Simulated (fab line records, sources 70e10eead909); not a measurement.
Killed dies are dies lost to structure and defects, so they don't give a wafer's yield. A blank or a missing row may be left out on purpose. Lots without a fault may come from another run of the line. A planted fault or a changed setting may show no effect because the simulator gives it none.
Which tool did it? | flow nand_harc | 12 lots, 36 wafers sampled, at 5 steps of a route of 1302

WHAT THE GAUGES READ, wafer by wafer
NHARC_END_SORT_01. Usual: killed_at_array 47, standard deviation 14; killed_at_other 0.5, standard deviation 0.72; killed_at_periphery 4, standard deviation 3.1; killed_dies 52, standard deviation 15; killed_open 3.2, standard deviation 1.9; killed_short 2.4, standard deviation 1.7.
lot  | measured     | on        | killed_at_array | killed_at_other | killed_at_periphery | killed_dies | killed_open | killed_short | flag
L240 | day 24 01:45 | prober-02 | 64 59 75        | 0 1 1           | 2 3 1               | 66 63 77    | 2 4 4       | 1 5 4        |
L243 | day 24 04:23 | prober-01 | 50 62 57        | 1 1 1           | 1 3 3               | 52 66 61    | 5 5 2       | 6 2 1        |
L249 | day 31 23:00 | prober-01 | 55 52 64        | 2 1 2           | 10 1 6              | 67 54 72    | 6 2 5       | 2 2 0        |

WHICH TOOL RAN EACH LOT (tool, then ch and the chambers of the sampled wafers, then the start)
lot  | NHARC_A_CHANNEL_HOLE_D2_ETCH_22  | NHARC_A_CHANNEL_FILL_D2_ALD_02   | NHARC_A_CHANNEL_FILL_D2_ALD_16   | NHARC_A_CHANNEL_FILL_D2_ETCHBACK_19
L240 | har_etch-02 ch 0,1, day 12 16:01 | ald_hk-04 ch 0,1,2, day 12 20:49 | ald_hk-03 ch 1,2, day 13 09:01   | rie_si-05 ch 0,1, day 13 20:49
L243 | har_etch-02 ch 0,1, day 13 05:20 | ald_hk-04 ch 0,1,3, day 13 10:22 | ald_hk-03 ch 1,2, day 13 22:28   | rie_si-06 ch 1,2,3, day 14 11:23
L242 | har_etch-01 ch 0, day 13 08:39   | ald_hk-01 ch 0,2,3, day 13 13:43 | ald_hk-04 ch 0,2, day 14 02:01   | rie_si-05 ch 1,2,3, day 14 11:22
L244 | har_etch-02 ch 0,1, day 14 11:55 | ald_hk-01 ch 0,1, day 14 17:51   | ald_hk-04 ch 0,2,3, day 15 06:02 | rie_si-05 ch 0,2,3, day 15 18:01
L249 | har_etch-01 ch 0,1, day 16 08:47 | ald_hk-01 ch 0,2, day 16 13:55   | ald_hk-04 ch 0,1,3, day 17 02:05 | rie_si-05 ch 1,2,3, day 17 13:31
L251 | har_etch-01 ch 0,1, day 16 21:25 | ald_hk-04 ch 0,1,3, day 17 02:25 | ald_hk-04 ch 1,2,3, day 17 13:46 | rie_si-02 ch 0,1,2, day 18 01:51
L254 | har_etch-02 ch 0,1, day 18 06:43 | ald_hk-01 ch 0,2, day 18 12:37   | ald_hk-03 ch 0,2,3, day 19 00:50 | rie_si-06 ch 2,3, day 19 09:47
L257 | har_etch-01 ch 0,1, day 19 08:01 | ald_hk-03 ch 2,3, day 19 12:56   | ald_hk-04 ch 2,3, day 20 01:20   | rie_si-06 ch 1,2, day 20 13:53
L258 | har_etch-02 ch 0,1, day 19 20:34 | ald_hk-04 ch 0,1, day 20 01:50   | ald_hk-04 ch 0,2,3, day 20 14:51 | rie_si-06 ch 0,1,3, day 21 02:36
L260 | har_etch-01 ch 0,1, day 20 19:30 | ald_hk-04 ch 0,1,3, day 21 00:33 | ald_hk-04 ch 0,2, day 21 12:46   | rie_si-05 ch 1,2, day 22 01:38
L261 | har_etch-01 ch 1, day 21 03:36   | ald_hk-01 ch 0,2,3, day 21 08:41 | ald_hk-04 ch 0,1,3, day 21 20:47 | rie_si-02 ch 1,2,3, day 22 08:43
L262 | har_etch-02 ch 0,1, day 21 12:16 | ald_hk-01 ch 0,1,3, day 21 17:22 | ald_hk-04 ch 1,2,3, day 22 05:35 | rie_si-02 ch 0,2,3, day 22 17:29
- NHARC_A_CHANNEL_HOLE_D2_ETCH_22: etches the open film in C4F8/O2/Ar, time 666.7 s, target depth 1600 nm.
- NHARC_A_CHANNEL_FILL_D2_ALD_02: deposits SiO2, target thk 6 nm, pulse time 10 s, ald cycles 60.
- NHARC_A_CHANNEL_FILL_D2_ALD_16: deposits SiO2, target thk 1.5 nm, pulse time 10 s, ald cycles 15.
- NHARC_A_CHANNEL_FILL_D2_ETCHBACK_19: etches the open film in HBr/Cl2, target depth 5 nm, time 1.7 s.

WHAT THE TOOLS THEMSELVES READ (means of the sampled wafers that have a number; where no wafer has one, the mark that the record gives instead)
NHARC_A_CHANNEL_HOLE_D2_ETCH_22. Usual: drypump_motor_current_A 5.7 A, standard deviation 0.68; oes_air_line_au 0.996 a.u., standard deviation 0.021; showerhead_plenum_p_Torr 3.61 Torr, standard deviation 0.15; throttle_valve_pct 32.154 %, standard deviation 0.0092.
lot  | tool        | drypump_motor_current_A (A) | oes_air_line_au (a.u.) | showerhead_plenum_p_Torr (Torr) | throttle_valve_pct (%) | flag
L240 | har_etch-02 | 5.0                         | 0.994                  | 3.57                            | 32.150                 |
L243 | har_etch-02 | 5.0                         | 1.017                  | 3.64                            | 32.150                 |
L242 | har_etch-01 | 6.3                         | 1.035                  | 3.50                            | 32.158                 |
L244 | har_etch-02 | 5.0                         | 1.004                  | 3.56                            | 32.156                 |
L249 | har_etch-01 | 6.3                         | 0.993                  | 3.52                            | 32.148                 |
L251 | har_etch-01 | 6.3                         | 0.998                  | 3.51                            | 32.156                 |
L254 | har_etch-02 | 5.0                         | 0.997                  | 3.77                            | 32.146                 |
L257 | har_etch-01 | 6.4                         | 1.007                  | 3.53                            | 32.160                 |
L258 | har_etch-02 | 5.0                         | 0.998                  | 3.76                            | 32.155                 |
L260 | har_etch-01 | 6.3                         | 0.994                  | 3.49                            | 32.152                 |
L261 | har_etch-01 | 6.5                         | 0.979                  | 3.56                            | 32.149                 |
L262 | har_etch-02 | 5.0                         | 1.003                  | 3.74                            | 32.153                 |

NHARC_A_CHANNEL_FILL_D2_ALD_02. Usual: heater_power_w 450 W, standard deviation 70; precursor_pulse_height_rel 1.004, standard deviation 0.019.
lot  | tool      | heater_power_w (W) | precursor_pulse_height_rel | flag
L240 | ald_hk-04 | 494                | 0.996                      |
L243 | ald_hk-04 | 485                | 1.010                      |
L242 | ald_hk-01 | 430                | 1.007                      |
L244 | ald_hk-01 | 409                | 1.000                      |
L249 | ald_hk-01 | 463                | 1.007                      |
L251 | ald_hk-04 | 494                | 1.004                      |
L254 | ald_hk-01 | 430                | 0.992                      |
L257 | ald_hk-03 | 417                | 0.992                      |
L258 | ald_hk-04 | 489                | 1.017                      |
L260 | ald_hk-04 | 498                | 1.004                      |
L261 | ald_hk-01 | 421                | 1.008                      |
L262 | ald_hk-01 | 399                | 1.013                      |

NHARC_A_CHANNEL_FILL_D2_ALD_16. Usual: heater_power_w 464 W, standard deviation 71; precursor_pulse_height_rel 1.002, standard deviation 0.018.
lot  | tool      | heater_power_w (W) | precursor_pulse_height_rel | flag
L240 | ald_hk-03 | 440                | 0.990                      |
L243 | ald_hk-03 | 430                | 0.994                      |
L242 | ald_hk-04 | 432                | 0.990                      |
L244 | ald_hk-04 | 444                | 1.005                      |
L249 | ald_hk-04 | 487                | 1.002                      |
L251 | ald_hk-04 | 511                | 1.019                      |
L254 | ald_hk-03 | 435                | 1.018                      |
L257 | ald_hk-04 | 489                | 1.004                      |
L258 | ald_hk-04 | 457                | 1.001                      |
L260 | ald_hk-04 | 440                | 0.997                      |
L261 | ald_hk-04 | 504                | 1.000                      |
L262 | ald_hk-04 | 530                | 1.006                      |

NHARC_A_CHANNEL_FILL_D2_ETCHBACK_19. Usual: drypump_motor_current_A 5.9 A, standard deviation 0.56; oes_product_au 1.000 a.u., standard deviation 0.0072; throttle_valve_pct 26.405 %, standard deviation 0.01.
lot  | tool      | drypump_motor_current_A (A) | oes_product_au (a.u.) | throttle_valve_pct (%) | flag
L240 | rie_si-05 | 5.8                         | 0.996                 | 26.411                 |
L243 | rie_si-06 | 5.4                         | 0.998                 | 26.404                 |
L242 | rie_si-05 | 6.3                         | 0.999                 | 26.415                 |
L244 | rie_si-05 | 6.0                         | 1.001                 | 26.412                 |
L249 | rie_si-05 | 6.4                         | 1.000                 | 26.408                 |
L251 | rie_si-02 | 6.0                         | 0.986                 | 26.404                 |
L254 | rie_si-06 | 5.8                         | 0.991                 | 26.412                 |
L257 | rie_si-06 | 5.1                         | 1.001                 | 26.402                 |
L258 | rie_si-06 | 5.6                         | 1.004                 | 26.398                 |
L260 | rie_si-05 | 6.4                         | 0.988                 | 26.410                 |
L261 | rie_si-02 | 5.8                         | 1.001                 | 26.406                 |
L262 | rie_si-02 | 5.7                         | 1.001                 | 26.404                 |

THE ANSWER, worked out from the rows above alone
Rule: a lot is off if the mean of its wafers that have a number lies more than 3 standard deviations from the usual mean. A lot without any number at a reading at which 4 lots or more have one is off too. The other lots that the step has rows for count as sound. The gauges are gone through in route order, then the tools' own readings, and for those a lot's mean is taken as printed above. The first step at which some lot is off is used, and at that step the reading that is off furthest; a lot without a number counts as furthest.
No lot is off at any reading shown: from this, nothing can be told.

WHAT THE SIMULATOR HAD PUT IN
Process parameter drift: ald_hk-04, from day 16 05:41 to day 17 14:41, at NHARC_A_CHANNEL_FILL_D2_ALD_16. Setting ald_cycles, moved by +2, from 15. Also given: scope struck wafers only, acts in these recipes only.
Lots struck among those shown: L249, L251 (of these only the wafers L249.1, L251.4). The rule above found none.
